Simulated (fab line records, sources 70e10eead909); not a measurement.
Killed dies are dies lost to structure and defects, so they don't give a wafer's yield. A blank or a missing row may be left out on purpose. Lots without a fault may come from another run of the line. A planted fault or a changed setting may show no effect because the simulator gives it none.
One fault seen from 3 desks | flow nand_harc | each desk has only its own numbers; what lay behind them comes last

THE DEFECT DESK
What the inspections along the route counted, lot by lot: means of the sampled wafers that have a number. A lot is out of limits, marked OUT, if its mean lies more than 4 standard deviations from the usual mean; the brackets give that distance.
Columns: A = raw_defect_count at NHARC_P_CONTACT_INSPECT_27, usual 300
lot  | first seen here | A
L755 | day 6 11:33     | 216
L756 | day 6 16:29     | 224
L758 | day 7 13:01     | 273
L760 | day 8 01:08     | 490
L768 | day 11 20:16    | 177
L770 | day 12 14:07    | 299
L771 | day 13 09:17    | 294
L773 | day 13 18:31    | 232
L774 | day 14 02:32    | 336
L776 | day 15 00:12    | 232
L775 | day 15 00:20    | 190
L777 | day 15 02:17    | 199
L778 | day 15 14:43    | 756
This desk's finding: nothing out of limits on any of the 13 lots.

THE TOOL OWNER'S DESK: rie_diel-04
The tool's own readings at NHARC_P_M0_ETCH_34 (etches the open film in N2/H2, target depth 40 nm, overetch 12 nm, time 43.94 s): means of the sampled wafers that have a number, for each lot that ran on this tool. A lot is out of limits, marked OUT, if its mean lies more than 4 standard deviations from the usual mean; the brackets give that distance.
Columns: A = drypump_motor_current_A at NHARC_P_M0_ETCH_34, usual 5.7 A; B = oes_product_au at NHARC_P_M0_ETCH_34, usual 0.998 a.u.; C = rf_vpp_V at NHARC_P_M0_ETCH_34, usual 430.6 V; D = showerhead_plenum_p_Torr at NHARC_P_M0_ETCH_34, usual 2.04 Torr; E = throttle_valve_pct at NHARC_P_M0_ETCH_34, usual 14.171 %
lot  | first seen here | A   | B                | C     | D    | E
L755 | day 6 12:45     | 5.9 | 0.994            | 429.2 | 2.01 | 14.179
L756 | day 6 17:40     | 6.2 | 1.000            | 432.3 | 2.09 | 14.166
L758 | day 7 14:11     | 5.4 | 1.006            | 431.6 | 2.09 | 14.167
L760 | day 8 02:19     | 5.5 | 0.878 (-8.6) OUT | 433.2 | 2.09 | 14.174
L768 | day 11 21:50    | 5.2 | 1.009            | 428.4 | 1.95 | 14.162
L770 | day 12 15:26    | 5.2 | 1.004            | 428.8 | 1.95 | 14.175
L771 | day 13 10:37    | 5.5 | 0.997            | 430.7 | 2.08 | 14.167
L773 | day 13 19:41    | 6.1 | 1.010            | 429.8 | 2.01 | 14.170
L775 | day 15 01:34    | 5.5 | 0.983            | 432.1 | 2.08 | 14.171
L777 | day 15 03:28    | 5.7 | 0.992            | 429.8 | 2.01 | 14.170
L778 | day 15 15:46    | 5.8 | 0.986            | 432.9 | 2.14 | 14.168
This desk's finding: out of limits on L760; first on L760, day 8 02:19 (oes_product_au at NHARC_P_M0_ETCH_34). In limits: L755, L756, L758, L768, L770, L771, L773, L775, L777, L778.

THE METROLOGY DESK
What the gauges read, lot by lot, whatever tool the lot ran on: means of the sampled wafers that have a number. A lot is out of limits, marked OUT, if its mean lies more than 4 standard deviations from the usual mean; the brackets give that distance.
Columns: A = cd_nm at NHARC_P_M0_CD_MEAS_16, usual 90.1 nm
lot  | first seen here | A
L755 | day 6 12:58     | 90.2
L756 | day 6 17:53     | 89.8
L758 | day 7 14:31     | 90.6
L760 | day 8 02:32     | 91.3
L768 | day 11 22:03    | 89.0
L770 | day 12 15:39    | 90.4
L771 | day 13 10:49    | 89.9
L773 | day 13 19:55    | 90.1
L774 | day 14 04:00    | 89.8
L776 | day 15 01:35    | 89.5
L775 | day 15 01:46    | 91.4
L777 | day 15 03:41    | 90.6
L778 | day 15 15:59    | 90.8
This desk's finding: nothing out of limits on any of the 13 lots.

PUT TOGETHER
The tool owner's desk could have raised an alarm at day 8 02:19, on L760.
The defect desk saw nothing out of limits.
The metrology desk saw nothing out of limits.
The defect desk has L760 on record, within its limits.
The metrology desk has L760 on record, within its limits.
Of the lots named, all ran NHARC_P_M0_ETCH_34 on rie_diel-04.

WHAT THE SIMULATOR HAD PUT IN
Process parameter drift: rie_diel-04, from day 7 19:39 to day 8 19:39, at NHARC_P_M0_ETCH_34. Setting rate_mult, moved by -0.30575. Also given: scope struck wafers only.
Lots struck among those shown: L760.
Hours from the fault's start to each desk's first reading out of limits: the tool owner's desk, 7.
